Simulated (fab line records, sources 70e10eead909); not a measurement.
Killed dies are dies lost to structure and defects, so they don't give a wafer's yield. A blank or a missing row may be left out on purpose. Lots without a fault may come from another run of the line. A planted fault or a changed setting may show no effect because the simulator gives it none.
Which tool did it? | flow nand_harc | 7 lots, 21 wafers sampled, at 4 steps of a route of 1159

WHAT THE GAUGES READ, wafer by wafer
NHARC_END_SORT_01.
lot  | measured     | on        | killed_at_array
L189 | day 21 18:52 | prober-01 | 25 25 31
L192 | day 21 18:05 | prober-02 | 26 17 19

WHICH TOOL RAN EACH LOT (tool, then ch and the chambers of the sampled wafers, then the start)
lot  | NHARC_P_GATE_EXPOSE_56            | NHARC_A_BONDPAD_CMP_19        | NHARC_THIN_TSV_PVD_51
L186 | krf_scanner-03 ch 0, day 6 00:47  | cmp-04 ch 0,2, day 18 07:10   | pvd_sputter-02, no start
L187 | krf_scanner-01 ch 0, day 6 09:17  | cmp-04 ch 1,3, day 19 10:24   | pvd_sputter-01, no start
L189 | krf_scanner-01 ch 0, day 6 22:50  | cmp-02 ch 0,2,3, day 20 10:41 | pvd_sputter-02, day 21 18:52 or earlier
L192 | krf_scanner-01 ch 0, day 7 18:20  | cmp-04 ch 0,3, day 20 14:07   | pvd_sputter-03, day 21 18:05 or earlier
L199 | krf_scanner-02 ch 0, day 9 12:25  | cmp-02 ch 0,3, day 23 01:08   | pvd_sputter-03, no start
L200 | krf_scanner-03 ch 0, day 9 18:35  | cmp-02 ch 0,1,3, day 23 00:22 | pvd_sputter-03, no start
L202 | krf_scanner-03 ch 0, day 10 01:25 | cmp-01 ch 0,1,2, day 23 12:19 | pvd_sputter-01, no start
- NHARC_P_GATE_EXPOSE_56: exposes mask P PSD, target cd 720 nm.
- NHARC_A_BONDPAD_CMP_19: polishes, t overpolish 30 s, cu recess touch 16 s, target thk 169.8 nm.
- NHARC_THIN_TSV_PVD_51: deposits Cu, target thk 100 nm.

THE ANSWER, worked out from the rows above alone
Rule: what is usual is taken from the lots themselves. Put in order of their means at a reading, lots are off if they are a third of the lots or fewer, leave a main group of 4 or more, and stand apart from it by a gap of 3 or more times the standard deviation of the main group's means; of several such gaps the widest counts. A main group whose means are all the same, to the digits that the tables above print for the reading, isn't used. A lot without any number at a reading at which 4 lots or more have one is off too. The other lots that the step has rows for count as sound.
No lot is off at any reading shown: from this, nothing can be told.

WHAT THE SIMULATOR HAD PUT IN
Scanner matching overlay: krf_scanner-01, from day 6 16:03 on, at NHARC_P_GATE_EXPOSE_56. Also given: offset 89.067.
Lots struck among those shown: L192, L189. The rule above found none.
